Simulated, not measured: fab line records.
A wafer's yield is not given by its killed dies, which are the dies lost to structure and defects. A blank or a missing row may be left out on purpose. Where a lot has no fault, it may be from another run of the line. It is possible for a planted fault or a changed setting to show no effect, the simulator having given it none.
fab line records | flow nandHarc
record lots=24 wafers=72 lastDay=33
route steps=1302 shown P_GATE@190 P_CONTACT@247 P_M1@298
lots untouched by any fault: they come from a run of this same line in which no faults occurred
startH: hours from the record's opening day to when the first of the lot's shown wafers began | waitH: time in hours since the lot's previous step | " unchanged from the row above | L1.1+2: a single row standing in for several wafers | - value missing, or start not given | * or withheld: withheld | < > ~ a bound
route shown NAME@n: NAME is a module with steps in the file, n the number in the route of the first one | usual: the fault-free wafers' mean and standard deviation | same: alike in all rows | chamber/n: place in a boat | sites: per-site readings | _std_site: the values' standard deviation | _edge_site: inner sites' mean taken away from outer sites' mean | radiusMm: how far each site lies from the wafer's centre | mask NAME#n: copy n | behind: the tool/chamber that last shaped the wafer | hold: cause of the lot's hold/its duration in hours/its outcome | device: names the non-switching transistor (n, p or np) | end of line: tests run on the same wafers once the route is complete | step lacking rows: just its recipe | killed: dies that structure and defects cost at the first sort, which is not the same as the wafer's yield | map: shows each die of a wafer: x if killed, . if not, _ if none is there
set.NAME: setting as actually run; set.NAME@STEP: the setting as run at that earlier step | model.NAME: the simulator's own value behind a step, which no gauge read
route steps across a sampled set of lots; one table per step, one row per wafer
services: the hour from which a tool's chamber was out of use, counted from the record's first day as startH (under 0 if before that day), plus the number of hours and why
## steps
# step NHARC_P_GATE_STRIP_76
# recipe powerW=1500 tempC=250 chemistry=O2
# usual drypumpMotorCurrentA=5.9/0.66 heaterPowerW=359/57
# columns lot.wafer tool chamber startH waitH drypumpMotorCurrentA heaterPowerW rfHoursCounterH
L074.1 plasmaAsher-02 1 112.27 0.2 4.9 329 30
L074.2 " 0 " " 5.9 426 30
L074.5 " 1 " " 4.9 341 -
L075.2 plasmaAsher-02 1 120.03 0.2 4.9 332 31
L075.1 " 0 " " 5.9 415 31
L075.3 " 0 " " 5.9 425 -
L076.1 plasmaAsher-02 0 126.16 0.2 5.9 422 32
L076.4 " 1 " " 4.9 323 -
L076.5 " 0 " " 5.9 420 -
L077.2 plasmaAsher-02 1 136.72 0.2 4.9 321 1
L077.5 " 0 " " 5.9 437 -
L077.6 " 1 " " 4.9 315 -
L078.1 plasmaAsher-01 1 150.84 0.2 6.5 378 34
L078.3 " 0 " " 6.5 291 -
L078.5 " 0 " " 6.5 290 -
L079.2 plasmaAsher-01 1 158.00 0.2 6.5 376 37
L079.4 " 0 " " 6.5 286 -
L079.5 " 1 " " 6.5 383 -
L080.2 plasmaAsher-02 1 168.75 0.2 4.9 327 8
L080.4 " 0 " " 5.8 438 -
L080.5 " 0 " " 5.8 441 -
L081.2 plasmaAsher-01 0 184.30 0.2 6.5 288 2
L081.3 " 0 " " 6.5 284 -
L081.6 " 1 " " 6.5 381 -
L082.2 plasmaAsher-02 1 206.75 0.2 4.9 323 15
L082.3 " 0 " " 5.8 439 -
L082.4 " 1 " " 4.9 327 -
L083.2 plasmaAsher-02 0 207.31 0.2 5.9 440 15
L083.4 " 0 " " 5.9 437 -
L083.6 " 0 " " 5.9 435 -
L084.3 plasmaAsher-01 1 208.04 0.2 6.6 381 -
L084.4 " 0 " " 6.5 277 -
L084.5 " 0 " " 6.5 290 -
L085.1 plasmaAsher-02 0 222.25 0.2 5.9 434 20
L085.5 " 0 " " 5.8 439 -
L085.6 " 1 " " 4.9 325 -
L086.1 plasmaAsher-01 0 227.77 0.2 6.5 291 10
L086.4 " 0 " " 6.5 281 -
L086.5 " 1 " " 6.5 387 -
L087.1 plasmaAsher-02 1 247.42 0.2 4.9 325 23
L087.4 " 1 " " 4.9 326 -
L087.6 " 0 " " 5.9 446 -
L089.1 plasmaAsher-02 0 258.32 0.2 5.9 429 26
L089.4 " 1 " " 4.9 324 -
L089.6 " 1 " " 4.9 303 -
L088.2 plasmaAsher-01 0 260.96 0.2 6.5 291 17
L088.1 " 1 " " 6.5 383 17
L088.4 " 0 " " 6.5 286 -
L090.1 plasmaAsher-01 1 272.07 0.2 6.5 385 19
L090.4 " 1 " " 6.5 389 -
L090.5 " 0 " " 6.5 279 -
L091.1 plasmaAsher-02 1 280.66 0.2 4.9 317 30
L091.4 " 0 " " 5.8 439 -
L091.6 " 1 " " 4.9 317 -
L093.1 plasmaAsher-02 1 296.45 0.2 4.9 326 34
L093.5 " 0 " " 5.8 435 -
L093.6 " 1 " " 4.9 313 -
L092.4 plasmaAsher-01 0 296.89 0.2 6.5 288 -
L092.5 " 0 " " 6.5 284 -
L092.6 " 1 " " 6.5 397 -
L094.1 plasmaAsher-01 1 317.28 0.2 6.5 385 29
L094.4 " 0 " " 6.5 283 -
L094.5 " 0 " " 6.5 275 -
L095.2 plasmaAsher-02 0 327.53 0.2 5.9 418 3
L095.1 " 1 " " 4.9 322 3
L095.4 " 0 " " 5.9 409 -
L097.2 plasmaAsher-01 1 342.18 0.2 6.5 386 34
L097.6 " 0 " " 6.5 283 -
L097.5 " 1 " " 6.5 386 -
L096.2 plasmaAsher-02 1 342.96 0.2 4.9 316 7
L096.4 " 0 " " 5.9 421 -
L096.6 " 1 " " 4.9 315 -
# step NHARC_P_GATE_RTA_80
# recipe tempC=300 timeS=30
# usual lampPowerPct=2.025/0.03 lamp_zone_4_pct=2.025/0.03 wafer_temp_C_max=301.7/0.64
# columns lot.wafer tool chamber startH waitH lampPowerPct lamp_zone_4_pct wafer_temp_C_max
L074.1 rtpAnneal-02 0 115.48 - 1.998 1.999 301.3
L074.2 " 0 " " 2.000 2.000 301.4
L074.5 " 0 " " 2.000 2.000 301.2
L075.1 rtpAnneal-01 0 123.34 - 2.055 2.056 302.2
L075.2 " 0 " " 2.059 2.057 301.9
L075.3 " 0 " " 2.055 2.055 302.2
L076.1 rtpAnneal-02 0 129.47 - 1.994 1.996 300.3
L076.4 " 0 " " 1.995 1.995 301.1
L076.5 " 0 " " 1.994 1.996 300.9
L077.2 rtpAnneal-01 0 140.07 - 2.056 2.057 301.9
L077.5 " 0 " " 2.057 2.054 302.4
L077.6 " 0 " " 2.056 2.057 301.3
L078.1 rtpAnneal-01 0 154.18 - 2.054 2.059 301.7
L078.3 " 0 " " 2.056 2.055 302.2
L078.5 " 0 " " 2.056 2.058 302.3
L079.2 rtpAnneal-01 0 161.45 - 2.057 2.055 302.4
L079.4 " 0 " " 2.056 2.053 302.1
L079.5 " 0 " " 2.056 2.056 302.0
L080.2 rtpAnneal-01 0 172.65 - 2.056 2.055 302.6
L080.4 " 0 " " 2.055 2.055 302.0
L080.5 " 0 " " 2.058 2.057 302.5
L081.2 rtpAnneal-01 0 187.71 - 2.061 2.060 302.4
L081.3 " 0 " " 2.059 2.061 302.6
L081.6 " 0 " " 2.061 2.063 302.6
L082.2 rtpAnneal-02 0 210.09 - 2.000 1.998 301.2
L082.3 " 0 " " 1.999 2.001 300.4
L082.4 " 0 " " 2.000 2.001 300.5
L083.2 rtpAnneal-01 0 210.73 - 2.057 2.054 302.0
L083.4 " 0 " " 2.059 2.059 302.8
L083.6 " 0 " " 2.056 2.055 302.1
L084.3 rtpAnneal-02 0 211.44 - 2.000 1.997 301.2
L084.4 " 0 " " 1.999 2.000 301.1
L084.5 " 0 " " 2.002 1.999 301.1
L085.1 rtpAnneal-01 0 225.57 - 2.055 2.056 302.3
L085.5 " 0 " " 2.056 2.055 303.2
L085.6 " 0 " " 2.054 2.059 302.1
L086.1 rtpAnneal-02 0 231.03 - 1.996 1.994 300.8
L086.4 " 0 " " 1.997 1.996 301.4
L086.5 " 0 " " 1.997 1.997 300.9
L087.1 rtpAnneal-02 0 250.64 - 1.998 1.996 301.1
L087.4 " 0 " " 1.999 1.995 301.1
L087.6 " 0 " " 1.996 1.997 301.2
L089.1 rtpAnneal-02 0 261.70 - 1.997 1.996 301.1
L089.4 " 0 " " 1.997 1.997 301.3
L089.6 " 0 " " 2.000 1.994 301.0
L088.1 rtpAnneal-01 0 264.31 - 2.058 2.059 303.0
L088.2 " 0 " " 2.057 2.057 302.2
L088.4 " 0 " " 2.053 2.056 302.3
L090.1 rtpAnneal-02 0 275.40 - 1.995 1.997 301.2
L090.4 " 0 " " 1.994 1.996 301.2
L090.5 " 0 " " 1.994 1.996 301.4
L091.1 rtpAnneal-01 0 283.99 - 2.056 2.057 302.7
L091.4 " 0 " " 2.056 2.053 301.9
L091.6 " 0 " " 2.058 2.058 301.5
L093.1 rtpAnneal-02 0 300.03 - 2.000 1.996 301.2
L093.5 " 0 " " 1.995 1.996 301.8
L093.6 " 0 " " 1.996 1.996 300.9
L092.4 rtpAnneal-02 0 300.51 - 1.997 1.995 301.3
L092.5 " 0 " " 1.996 1.995 301.3
L092.6 " 0 " " 1.996 1.998 301.3
L094.1 rtpAnneal-02 0 320.46 - 1.994 1.999 301.7
L094.4 " 0 " " 1.997 1.997 301.6
L094.5 " 0 " " 1.995 1.996 301.7
L095.1 rtpAnneal-01 0 330.89 - 2.059 2.056 302.2
L095.2 " 0 " " 2.056 2.054 301.6
L095.4 " 0 " " 2.056 2.058 301.6
L097.2 rtpAnneal-02 0 345.62 - 2.004 2.003 301.3
L097.5 " 0 " " 2.003 2.002 301.2
L097.6 " 0 " " 2.004 2.004 301.1
L096.2 rtpAnneal-02 0 346.41 - 1.996 1.995 301.3
L096.4 " 0 " " 1.997 1.997 301.1
L096.6 " 0 " " 1.999 1.997 301.1
# step NHARC_P_CONTACT_ALD_22
# recipe targetThkA=30 pulseTimeS=1 aldCycles=150 tempC=450 material=TiN
# usual heaterPowerW=1087/88 precursorPulseHeightRel=1.000/0.019 susceptorTempC=449.99/0.22
# columns lot.wafer tool chamber startH waitH heaterPowerW precursorPulseHeightRel susceptorTempC
L074.2 aldMetal-03 2 119.76 - 1238 1.018 450.31
L074.1 " 3 " " 1068 1.027 449.81
L074.5 " 3 " " 1076 0.994 450.19
L075.3 aldMetal-03 2 127.66 - 1248 0.971 450.18
L075.1 " 3 " " 1062 0.982 449.75
L075.2 " 0 " " 1121 1.003 449.88
L076.1 aldMetal-04 0 134.14 - 1021 1.023 450.29
L076.4 " 1 " " 979 1.001 449.80
L076.5 " 3 " " 1191 0.985 450.00
L077.2 aldMetal-03 1 144.22 - 1013 1.003 449.84
L077.6 " 3 " " 1072 0.969 450.18
L077.5 " 0 " " 1105 0.995 449.70
L078.1 aldMetal-01 3 158.51 - 1122 1.021 450.10
L078.3 " 1 " " 992 1.016 449.92
L078.5 " 3 " " 1121 1.006 449.91
L079.4 aldMetal-01 2 165.69 - 1030 0.997 450.18
L079.2 " 0 " " 1217 0.984 450.02
L079.5 " 3 " " 1143 1.014 449.62
L080.4 aldMetal-04 2 177.06 - 1033 1.027 449.92
L080.2 " 0 " " 992 0.989 449.81
L080.5 " 2 " " 1023 1.014 450.20
L081.3 aldMetal-04 3 191.96 - 1197 0.990 449.88
L081.2 " 1 " " 1000 0.988 449.93
L081.6 " 3 " " 1187 1.000 449.77
L082.3 aldMetal-01 2 214.39 - 1054 0.989 -
L082.2 " 3 " " 1151 0.975 -
L082.4 " 0 " " 1092 1.000 -
L083.4 aldMetal-04 1 215.11 - 976 1.006 450.08
L083.2 " 0 " " 983 1.027 450.16
L083.6 " 1 " " 958 1.045 449.96
L084.3 aldMetal-01 1 215.85 - 953 0.964 450.16
L084.4 " 2 " " 1064 1.014 450.04
L084.5 " 0 " " 1082 0.991 450.06
L085.1 aldMetal-03 2 230.09 - 1222 0.969 449.82
L085.5 " 3 " " 1114 1.022 449.98
L085.6 " 0 " " 1109 1.026 449.51
L086.1 aldMetal-04 1 235.52 - 978 1.040 450.11
L086.4 " 3 " " 1234 0.955 449.82
L086.5 " 1 " " 982 1.009 449.81
L087.4 aldMetal-04 0 255.11 - 1004 1.010 449.49
L087.1 " 1 " " 970 0.992 449.90
L087.6 " 3 " " 1183 0.980 450.22
L089.4 aldMetal-04 2 266.00 - 1026 1.027 449.88
L089.1 " 1 " " 994 0.994 449.72
L089.6 " 3 " " 1218 1.001 449.86
L088.2 aldMetal-01 3 268.63 - 1127 1.017 449.85
L088.1 " 1 " " 953 0.980 449.74
L088.4 " 3 " " 1176 0.989 449.85
L090.1 aldMetal-01 3 279.78 - 1153 1.017 449.69
L090.4 " 1 " " 939 0.955 449.83
L090.5 " 2 " " 1062 1.009 450.06
L091.4 aldMetal-03 3 288.35 - 1089 0.959 449.73
L091.1 " 1 " " 1070 1.031 449.90
L091.6 " 3 " " 1112 1.010 450.11
L093.1 aldMetal-01 1 304.31 - 926 1.016 450.18
L093.5 " 1 " " 936 0.995 449.77
L093.6 " 2 " " 1052 1.019 450.03
L092.4 aldMetal-03 2 304.72 - 1230 1.007 449.64
L092.5 " 1 " " 1102 1.029 450.11
L092.6 " 2 " " 1213 1.014 449.81
L094.1 aldMetal-04 3 324.88 - 1255 0.989 450.26
L094.4 " 1 " " 969 1.010 449.53
L094.5 " 2 " " 1021 1.014 450.31
L095.1 aldMetal-01 3 335.15 - 1164 0.971 450.24
L095.4 " 0 " " 1101 1.023 450.19
L095.2 " 2 " " 1075 1.001 450.01
L097.2 aldMetal-04 3 349.92 - 1238 1.010 450.22
L097.5 " 0 " " 1048 1.008 449.68
L097.6 " 3 " " 1245 1.003 450.06
L096.4 aldMetal-03 1 350.65 - 1060 1.044 450.06
L096.2 " 3 " " 1102 1.012 450.05
L096.6 " 1 " " 1071 1.008 449.62
# step NHARC_P_M1_DESCUM_14
# recipe timeS=3 o2FlowSccm=200 arFlowSccm=0 biasPowerW=0 chemistry=O2
# usual drypumpMotorCurrentA=5.7/0.4 oesProductAu=0.999/0.0076 rfVppV=57.7/0.87 showerheadPlenumPTorr=1.90/0.058 throttleValvePct=11.311/0.0091
# columns lot.wafer tool chamber startH waitH drypumpMotorCurrentA oesProductAu rfHoursCounterH rfVppV showerheadPlenumPTorr throttleValvePct
L074.1 rieDiel-08 0 128.39 0.1 5.0 0.991 6 57.2 1.95 11.312
L074.2 " 2 " " 6.0 0.996 7 56.2 1.92 11.305
L074.5 " 1 " " 5.7 1.002 - 57.1 1.79 11.300
L075.1 rieDiel-08 2 134.29 0.1 6.0 0.993 7 59.5 1.92 11.326
L075.2 " 3 " " 5.6 0.988 6 58.6 1.88 11.317
L075.3 " 0 " " 5.1 0.990 7 58.3 1.95 11.310
L076.4 rieDiel-08 1 140.59 0.1 5.7 1.001 5 56.0 1.79 11.310
L076.1 " 2 " " 6.0 0.989 7 57.3 1.92 11.300
L076.5 " 1 " " 5.7 0.997 - 57.6 1.79 11.306
L077.2 rieDiel-08 2 150.68 0.1 6.0 0.995 8 58.5 1.92 11.305
L077.5 " 2 " " 6.0 1.002 - 58.4 1.92 11.299
L077.6 " 1 " " 5.7 1.008 - 58.7 1.79 11.321
L078.1 rieDiel-08 0 164.66 0.1 5.1 0.991 8 56.6 1.95 11.296
L078.3 " 2 " " 6.0 0.994 9 60.4 1.92 11.302
L078.5 " 0 " " 5.1 0.994 - 57.3 1.95 11.308
L079.4 rieDiel-11 1 172.57 0.1 5.5 0.999 7 56.7 1.92 11.291
L079.2 " 3 " " 5.9 1.006 6 58.0 1.99 11.303
L079.5 " 1 " " 5.5 1.008 - 58.2 1.92 11.295
L080.4 rieDiel-08 0 183.49 0.1 5.1 1.006 9 57.9 1.95 11.307
L080.2 " 2 " " 6.0 0.992 11 57.9 1.92 11.316
L080.5 " 0 " " 5.1 1.000 - 59.0 1.95 11.303
L081.2 rieDiel-11 1 198.36 0.1 5.5 1.012 10 57.8 1.92 11.302
L081.3 " 2 " " 5.8 0.994 10 57.1 1.87 11.304
L081.6 " 0 " " 6.5 1.011 - 57.9 1.93 11.314
L082.2 rieDiel-13 1 221.07 0.1 6.6 1.017 13 59.4 1.98 11.304
L082.3 " 2 " " 4.8 1.009 8 57.7 1.86 11.306
L082.4 " 0 " " 6.5 0.997 - 55.3 1.87 11.297
L083.2 rieDiel-08 1 221.52 0.1 5.7 1.009 1 58.8 1.78 11.310
L083.4 " 3 " " 5.6 1.021 1 57.0 1.88 11.313
L083.6 " 1 " " 5.7 1.002 - 56.9 1.78 11.321
L084.3 rieDiel-08 3 222.64 0.1 5.6 1.002 2 56.4 1.88 11.312
L084.4 " 0 " " 5.1 1.002 2 57.9 1.95 11.315
L084.5 " 1 " " 5.7 1.003 - 57.9 1.78 11.316
L085.1 rieDiel-08 2 237.27 0.1 6.0 0.992 2 57.1 1.92 11.312
L085.6 " 0 " " 5.1 0.995 - 58.3 1.95 11.303
L085.5 " 1 " " 5.7 1.004 - 57.9 1.78 11.308
L086.1 rieDiel-11 2 242.51 0.1 5.8 0.993 14 58.4 1.87 11.309
L086.4 " 0 " " 6.4 1.002 13 57.9 1.93 11.296
L086.5 " 2 " " 5.8 0.991 - 57.6 1.87 11.313
L087.1 rieDiel-08 3 261.85 0.1 5.6 1.008 5 58.4 1.87 11.319
L087.4 " 1 " " 5.7 0.990 4 57.8 1.78 11.299
L087.6 " 2 " " 6.0 1.004 - 57.7 1.92 11.324
L089.4 rieDiel-11 1 272.31 0.1 5.5 1.010 0 58.4 1.92 11.301
L089.1 " 2 " " 5.8 0.985 0 56.8 1.87 11.310
L089.6 " 0 " " 6.5 0.998 - 57.9 1.93 11.309
L088.2 rieDiel-11 1 275.10 0.1 5.5 1.008 0 58.8 1.92 11.320
L088.1 " 2 " " 5.8 0.989 0 59.2 1.87 11.319
L088.4 " 0 " " 6.4 0.994 0 57.4 1.93 11.312
L090.1 rieDiel-11 0 286.04 0.1 6.4 0.997 2 58.4 1.93 11.317
L090.4 " 1 " " 5.5 1.012 1 57.7 1.92 11.292
L090.5 " 3 " " 5.9 1.007 - 58.4 1.98 11.318
L091.1 rieDiel-08 3 294.72 0.1 5.6 1.005 7 56.9 1.87 11.313
L091.4 " 0 " " 5.1 0.989 7 56.6 1.95 11.310
L091.6 " 2 " " 6.0 0.990 - 58.1 1.92 11.320
L093.1 rieDiel-11 3 310.61 0.1 5.9 1.003 5 58.3 1.98 11.325
L093.6 " 0 " " 6.4 1.006 - 57.7 1.93 11.302
L093.5 " 1 " " 5.5 0.995 - 58.8 1.91 11.313
L092.4 rieDiel-11 1 311.07 0.1 5.5 1.004 4 57.6 1.91 11.322
L092.6 " 1 " " 5.5 1.000 - 58.9 1.91 11.325
L092.5 " 2 " " 5.8 0.981 - 58.8 1.87 11.318
L094.4 rieDiel-08 0 331.17 0.1 5.1 1.004 11 57.9 1.94 11.326
L094.1 " 2 " " 6.0 1.006 10 57.5 1.92 11.322
L094.5 " 1 " " 5.7 0.998 - 56.8 1.78 11.318
L095.1 rieDiel-11 0 341.63 0.1 6.4 0.986 8 56.6 1.93 11.313
L095.4 " 1 " " 5.5 1.012 7 58.7 1.91 11.308
L095.2 " 2 " " 5.8 0.980 6 57.6 1.87 11.329
L097.2 rieDiel-08 1 356.33 0.1 5.7 1.008 12 58.4 1.78 11.320
L097.5 " 2 " " 6.0 0.999 - 59.5 1.91 11.309
L097.6 " 3 " " 5.6 1.011 - 58.0 1.87 11.304
L096.2 rieDiel-08 3 357.04 0.1 5.6 1.004 13 56.9 1.87 11.311
L096.4 " 2 " " 6.0 0.997 11 56.6 1.91 11.315
L096.6 " 0 " " 5.1 0.990 - 57.1 1.94 11.319
# step NHARC_P_M1_CD_MEAS_16
# usual cdNm=129.5/0.71
# columns lot.wafer tool chamber startH waitH cdNm
L074.1 cdSem-03 - 128.69 - 130.2
L074.2 " - " " 130.1
L074.5 " - " " 129.9
L075.1 cdSem-02 - 134.64 - 130.0
L075.2 " - " " 129.4
L075.3 " - " " 130.4
L076.1 cdSem-02 - 140.90 - 128.5
L076.4 " - " " 129.3
L076.5 " - " " 128.6
L077.2 cdSem-02 - 151.03 - 128.4
L077.5 " - " " 127.8
L077.6 " - " " 128.4
L078.1 cdSem-03 - 164.96 - 129.7
L078.3 " - " " 129.3
L078.5 " - " " 128.8
L079.2 cdSem-02 - 172.87 - 129.2
L079.4 " - " " 129.7
L079.5 " - " " 129.7
L080.2 cdSem-02 - 183.82 - 129.6
L080.4 " - " " 129.5
L080.5 " - " " 130.0
L081.2 cdSem-01 - 198.66 - 130.2
L081.3 " - " " 130.4
L081.6 " - " " 130.5
L082.2 cdSem-02 - 221.41 - 129.8
L082.3 " - " " 129.6
L082.4 " - " " 130.2
L083.2 cdSem-02 - 222.05 - 129.2
L083.4 " - " " 129.4
L083.6 " - " " 129.2
L084.3 cdSem-02 - 222.93 - 129.7
L084.4 " - " " 129.8
L084.5 " - " " 129.7
L085.1 cdSem-03 - 237.56 - 129.8
L085.5 " - " " 130.0
L085.6 " - " " 129.8
L086.1 cdSem-01 - 242.81 - 129.7
L086.4 " - " " 130.3
L086.5 " - " " 129.5
L087.1 cdSem-03 - 262.15 - 129.5
L087.4 " - " " 128.9
L087.6 " - " " 128.4
L089.1 cdSem-02 - 272.60 - 129.0
L089.4 " - " " 129.3
L089.6 " - " " 128.6
L088.1 cdSem-03 - 275.42 - 130.6
L088.2 " - " " 131.0
L088.4 " - " " 130.2
L090.1 cdSem-01 - 286.33 - 130.2
L090.4 " - " " 130.8
L090.5 " - " " 130.1
L091.1 cdSem-02 - 295.01 - 129.5
L091.4 " - " " 128.4
L091.6 " - " " 128.0
L093.1 cdSem-01 - 310.88 - 129.9
L093.5 " - " " 130.2
L093.6 " - " " 129.6
L092.4 cdSem-02 - 311.38 - 130.5
L092.5 " - " " 130.0
L092.6 " - " " 129.1
L094.1 cdSem-02 - 331.47 - 129.3
L094.4 " - " " 129.0
L094.5 " - " " 129.8
L095.1 cdSem-02 - 341.93 - 129.6
L095.2 " - " " 129.6
L095.4 " - " " 129.4
L097.2 cdSem-01 - 356.61 - 128.5
L097.5 " - " " 128.0
L097.6 " - " " 128.5
L096.2 cdSem-01 - 357.34 - 128.8
L096.4 " - " " 128.2
L096.6 " - " " 129.6
# step NHARC_P_M1_PVD_20
# recipe targetThkA=50 biasV=168.6 powerW=15000 chamberPressurePa=0.12 timeS=8.06 substrateTempC=50 material=TaN
# usual throttleValvePct=29.9/0.76
# columns lot.wafer tool chamber startH waitH throttleValvePct
L074.1 pvdSputter-03 - - - 30.5
L074.2 " - " " 32.1
L074.5 " - " " 31.3
L075.1 pvdSputter-02 - - - 31.2
L075.3 " - " " 29.3
L075.2 " - " " 30.2
L076.4 pvdSputter-01 - - - 29.3
L076.1 " - " " 29.8
L076.5 " - " " 29.4
L077.2 pvdSputter-02 - - - 30.2
L077.6 " - " " 29.6
L077.5 " - " " 30.6
L078.3 pvdSputter-01 - - - 29.3
L078.1 " - " " 29.3
L078.5 " - " " 29.0
L079.2 pvdSputter-02 - - - 30.8
L079.4 " - " " 30.2
L079.5 " - " " 30.9
L080.2 pvdSputter-02 - - - 31.1
L080.4 " - " " 30.4
L080.5 " - " " 29.6
L081.2 pvdSputter-01 - - - 29.6
L081.3 " - " " 29.1
L081.6 " - " " 29.3
L082.3 pvdSputter-03 - - - 30.6
L082.2 " - " " 31.5
L082.4 " - " " 30.3
L083.4 pvdSputter-01 - - - 29.1
L083.2 " - " " 29.6
L083.6 " - " " 29.7
L084.3 pvdSputter-01 - - - 29.3
L084.4 " - " " 29.8
L084.5 " - " " 29.6
L085.1 pvdSputter-01 - - - 29.0
L085.5 " - " " 29.9
L085.6 " - " " 29.1
L086.4 pvdSputter-01 - - - 30.1
L086.1 " - " " 28.8
L086.5 " - " " 29.5
L087.1 pvdSputter-02 - - - 31.1
L087.4 " - " " 30.4
L087.6 " - " " 30.3
L089.4 pvdSputter-03 - - - 29.9
L089.1 " - " " 31.8
L089.6 " - " " 30.0
L088.2 pvdSputter-01 - - - 29.5
L088.4 " - " " 29.6
L088.1 " - " " 29.0
L090.4 pvdSputter-03 - - - 30.3
L090.1 " - " " 31.7
L090.5 " - " " 30.3
L091.4 pvdSputter-03 - - - 30.5
L091.1 " - " " 29.9
L091.6 " - " " 30.1
L093.1 pvdSputter-02 - - - 31.1
L093.6 " - " " 29.6
L093.5 " - " " 30.2
L092.4 pvdSputter-01 - - - 29.6
L092.5 " - " " 28.7
L092.6 " - " " 29.7
L094.4 pvdSputter-02 - - - 29.3
L094.1 " - " " 30.4
L094.5 " - " " 29.3
L095.4 pvdSputter-03 - - - 30.1
L095.1 " - " " 30.4
L095.2 " - " " 31.7
L097.2 pvdSputter-02 - - - 29.5
L097.6 " - " " 29.4
L097.5 " - " " 29.8
L096.2 pvdSputter-01 - - - 29.5
L096.4 " - " " 29.7
L096.6 " - " " 28.7
## services
# columns tool chamber startH hours kind
aldMetal-04 0 89.01 22.4 repair
pvdSputter-01 - 95.48 3.2 repair
aldMetal-04 - 118.00 10.0 pm
rieDiel-08 1 128.85 6.0 repair
rieDiel-08 0 141.73 14.4 repair
rieDiel-11 - 150.76 1.1 repair
pvdSputter-01 - 156.58 5.9 repair
rieDiel-11 2 164.83 2.9 repair
plasmaAsher-01 - 165.34 9.0 pm
pvdSputter-01 - 169.99 3.9 repair
pvdSputter-01 - 180.12 8.5 repair
rieDiel-08 0 183.57 11.3 repair
rieDiel-08 - 190.80 9.0 pm
plasmaAsher-02 - 202.11 2.0 repair
rieDiel-11 2 206.41 6.2 repair
pvdSputter-01 - 226.00 10.0 pm
pvdSputter-01 - 243.73 0.8 repair
rieDiel-11 1 244.97 5.7 repair
rieDiel-11 - 255.50 9.0 pm
aldMetal-04 2 268.13 14.3 repair
plasmaAsher-02 - 270.98 4.3 repair
rtpAnneal-01 - 290.06 0.6 repair
plasmaAsher-02 - 303.22 9.0 pm
plasmaAsher-01 - 342.34 9.0 pm
## key
fault none
